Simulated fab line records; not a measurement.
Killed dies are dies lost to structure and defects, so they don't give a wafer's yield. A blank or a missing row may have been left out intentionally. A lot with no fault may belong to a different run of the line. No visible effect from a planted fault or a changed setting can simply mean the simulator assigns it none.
Chamber matching | flow n5 finfet | N5_BEOL_M1_PECVD_72 on pecvd-03: 3 sister chambers
The step deposits SiO2 from TEOS/O2, target thk 16 nm, time 18 s. 18 wafers are shown with their chamber, then 9 later ones without.

== WAFERS, EACH WITH ITS CHAMBER ==
wafer  | chamber | showerhead plenum p Torr (Torr) | throttle valve pct (%) | heater power w (W)
L074.1 | 1       | 8.78                            | 23.5                   | 815
L074.3 | 0       | 8.87                            | 23.5                   | 735
L074.5 | 1       | 8.76                            | 23.2                   | 796
L076.3 | 0       | 8.84                            | 23.4                   | 733
L076.4 | 2       | 8.78                            | 22.7                   | 768
L076.6 | 1       | 8.76                            | 23.4                   | 798
L079.1 | 1       | 8.76                            | 23.3                   | 799
L079.2 | 0       | 8.85                            | 23.3                   | 708
L079.6 | 0       | 8.84                            | 23.4                   | 712
L080.2 | 1       | 8.78                            | 23.2                   | 797
L080.3 | 0       | 8.84                            | 23.6                   | 654
L080.4 | 0       | 8.85                            | 23.5                   | 644
L088.2 | 2       | 8.73                            | 23.0                   | 779
L088.3 | 1       | 8.76                            | 23.3                   | 775
L088.5 | 2       | 8.77                            | 22.9                   | 795
L095.2 | 1       | 8.76                            | 23.3                   | 826
L095.5 | 1       | 8.79                            | 23.4                   | 803
L095.6 | 2       | 8.75                            | 22.9                   | 810

SIGNATURES, as means of the wafers listed above
reading                  | chamber 0 | chamber 1 | chamber 2 | scatter within a chamber
showerhead plenum p Torr | 8.8483    | 8.7687    | 8.7575    | 0.0147
throttle valve pct       | 23.450    | 23.325    | 22.875    | 0.109
heater power w           | 697.67    | 801.12    | 788.00    | 26.2
Rule: a wafer's distance from a chamber is the root of the sum, over the readings, of the square of ((its reading less the chamber's mean) divided by the reading's scatter). If the next closest chamber is less than 2 further off than the closest, the wafer can't be placed; otherwise it belongs to the closest. How the scatter is found: for the shown wafers, subtract from each reading the mean of its chamber, square and add these, divide the total by (wafers less chambers), then take the root.

== WAFERS MISSING THEIR CHAMBER ==
wafer  | showerhead plenum p Torr (Torr) | throttle valve pct (%) | heater power w (W)
L091.1 | 8.74                            | 23.1                   | 788
L091.2 | 8.77                            | 23.4                   | 739
L091.3 | 8.84                            | 23.4                   | 748
L092.2 | 8.75                            | 23.4                   | 775
L092.4 | 8.74                            | 23.4                   | 795
L092.6 | 8.84                            | 23.7                   | 750
L097.1 | 8.77                            | 23.3                   | 800
L097.3 | 8.85                            | 23.5                   | 687
L097.6 | 8.86                            | 23.6                   | 705

== CHAMBER TAKEN BY EACH ==
wafer  | from the rows above     | in truth
L091.1 | can't be placed: 2 or 1 | 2
L091.2 | 1                       | 1
L091.3 | 0                       | 0
L092.2 | 1                       | 1
L092.4 | 1                       | 1
L092.6 | 0                       | 0
L097.1 | 1                       | 1
L097.3 | 0                       | 0
L097.6 | 0                       | 0
Correct placement for 8 of the 9. Cannot be placed on the basis of these rows: 1; the candidates contain the true chamber in 1. Placed wrongly: 0.
